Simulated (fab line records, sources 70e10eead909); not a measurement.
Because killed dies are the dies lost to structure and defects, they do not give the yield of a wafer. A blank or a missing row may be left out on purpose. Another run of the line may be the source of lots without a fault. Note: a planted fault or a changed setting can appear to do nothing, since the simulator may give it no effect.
A struck lot beside a sound one || flow nand harc || 24 steps out of a route of 1302
Sound: the wafers L167.2, L167.5, L167.6. The struck wafers were L173.2, L173.3, L173.6. The cause is named last.
Each step with rows lists, per side, the tool, then ch with its chambers, then its first start. Under that, the readings that differ: sound wafers || struck wafers || difference of the means || sigmas: that difference in standard deviations of wafers without a fault.
alike: same words and numbers on both sides, and readings whose means sit less than 2 such deviations apart. not compared: any withheld reading, any reading some wafer has no value for, any bound like >300 that may hide the same value, and any number with overlapping values for which the record gives no deviation.
Wherever a step has rows on one side only, a row that says differs or no value, or a row with sigmas, the two part there. Numbers that don't overlap but have no deviation are shown without sigmas and don't part them. A reading missing from all wafers of one side parts the sides only when that side holds two or more wafers.

NHARC_P_M1_INSPECT_27:
  sound on defect inspect-02, day 12 06:34; struck on defect inspect-01, day 14 03:44
  alike: raw defect count
NHARC_P_M1_PRE_CLEAN_32: time 12 s.
  sound on pecvd-02 ch 0,2, day 12 06:38; struck on pecvd-03 ch 0,2, day 14 03:49
  alike: heater power w
  not compared: since wet clean h
NHARC_P_M1_DEP_33: deposits SiCN, target thk 30 nm.
  sound on pecvd-02 ch 0,2, day 12 06:43; struck on pecvd-03 ch 0,2, day 14 03:53
{"reading": "heater power w (W)", "sound": "683 645 686", "struck": "634 398 398", "difference": -195, "sigmas": -2}
  not compared: since wet clean h
then, 8 steps without rows for these wafers: NHARC_P_M2_DEP_00 (deposits SiOC, target thk 182.5 nm); NHARC_P_M2_DEHYDRATE_01 (time 120 s); NHARC_P_M2_HMDS_02 (time 30 s); NHARC_P_M2_COAT_34 (time 65 s); NHARC_P_M2_COAT_03 (resist thk 90 nm); NHARC_P_M2_SOFTBAKE_04 (time 55 s); NHARC_P_M2_EBR_05; NHARC_P_M2_EXPOSE_06 (exposes mask P M2, target cd 170 nm).
NHARC_P_M2_PEB_07: peb time 65 s.
  sound on litho track-01 ch 0, day 12 07:55; struck on litho track-06 ch 0, day 14 05:03
{"reading": "heater power total W (W)", "sound": "157.2 156.9 157.1", "struck": "302.4 302.5 300.1", "difference": "+144.6", "sigmas": "+99 or more"}
then, 1 step without rows for these wafers: NHARC_P_M2_DEVELOP_08 (develop time 35 s).
NHARC_P_M2_CD_MEAS_09: target cd 170 nm.
  sound on cd sem-02 ch 0, day 12 07:59; struck on cd sem-02 ch 0, day 14 05:08
{"reading": "cd nm (nm)", "sound": "170.4 171.1 170.6", "struck": "120.7 120.2 119.8", "difference": -50.5, "sigmas": -78}
NHARC_P_M2_OVL_MEAS_10: pitch 340 nm.
  sound on overlay-01, day 12 08:05; struck on overlay-01, day 14 05:13
{"reading": "overlay x nm (nm)", "sound": "-1.5 -1.2 -1.5", "struck": "0.9 1.6 0.9", "difference": "+2.5", "sigmas": "+3"}
  alike: overlay y nm
NHARC_P_M2_INSPECT_11:
  sound on defect inspect-02, day 12 08:07; struck on defect inspect-02, day 14 05:15
  alike: raw defect count
NHARC_P_M2_DESCUM_14: chemistry O2, time 3 s.
  sound on rie diel-06 ch 2,3, day 12 08:10; struck on rie diel-06 ch 0,1,2, day 14 05:19
{"reading": "model.P_M2.cd nm (nm)", "sound": "172 172.2 169.9", "struck": "121.1 120.6 119.6", "difference": -50.9, "sigmas": ""}
  alike: drypump motor current A, oes product au, rf vpp V, showerhead plenum p Torr, throttle valve pct
  not compared: rf hours counter h
NHARC_P_M2_ETCH_35: etches the open film in N2/H2, target depth 40 nm, overetch 12 nm, time 43.94 s.
  sound on rie diel-06 ch 2,3, day 12 08:16; struck on rie diel-06 ch 0,1,3, day 14 05:25
  alike: bias w, drypump motor current A, oes product au, rf vpp V, showerhead plenum p Torr, throttle valve pct
  not compared: rf hours counter h
NHARC_P_M2_ETCH_15: etches the open film in C4F8/Ar, target depth 182.5 nm, time 91.2 s.
  sound: rie diel-06 ch 1,2,3; struck: rie diel-06 ch 1,2,3
  alike: bias w, oes product au, rf vpp V
  not compared: rf hours counter h
NHARC_P_M2_CD_MEAS_16:
  sound on cd sem-02, day 12 08:29; struck on cd sem-01, day 14 05:37
{"reading": "cd nm (nm)", "sound": "171.8 172.6 169.8", "struck": "120.6 120.3 119.5", "difference": -51.3, "sigmas": -47}
NHARC_P_M2_STRIP_18: strips in N2/H2.
  sound on rie diel-11 ch 1,2,3, day 12 08:33; struck on rie diel-06 ch 2,3, day 14 05:43
{"reading": "drypump motor current A (A)", "sound": "5.9 5.4 5.6", "struck": "6.2 6.3 6.3", "difference": "+0.6", "sigmas": "+2"}
  alike: oes product au, rf vpp V, showerhead plenum p Torr, throttle valve pct
  not compared: rf hours counter h
NHARC_P_M2_ETCH_28: etches the open film in CF4/N2, target depth 30 nm, time 72.99 s.
  sound: rie diel-11 ch 1,2; struck: rie diel-06 ch 1,3
{"reading": "model.P_M2.cd nm (nm)", "sound": "171.5 173.2 169.2", "struck": "120.6 120.1 119.8", "difference": -51.1, "sigmas": ""}
  alike: bias w, drypump motor current A, oes product au, rf vpp V, showerhead plenum p Torr, throttle valve pct
  not compared: rf hours counter h
then, 1 step without rows for these wafers: NHARC_P_M2_STRIP_19 (strips in post etch residue remover, time 600 s).
-- record jumps: 18 days between struck wafers' starts before vs after; left off in module P_M2, resumes in module END, first step shown is number 1302 of the route --
NHARC_END_SORT_01:
  only the struck wafers appear in the record here, on prober-02 ch 0 at day 31 19:13; the sound ones have no rows

## WHERE THEY PART
At NHARC_P_M1_DEP_33 first; at NHARC_END_SORT_01 last (within this record only).

WHY: what the simulator had put in
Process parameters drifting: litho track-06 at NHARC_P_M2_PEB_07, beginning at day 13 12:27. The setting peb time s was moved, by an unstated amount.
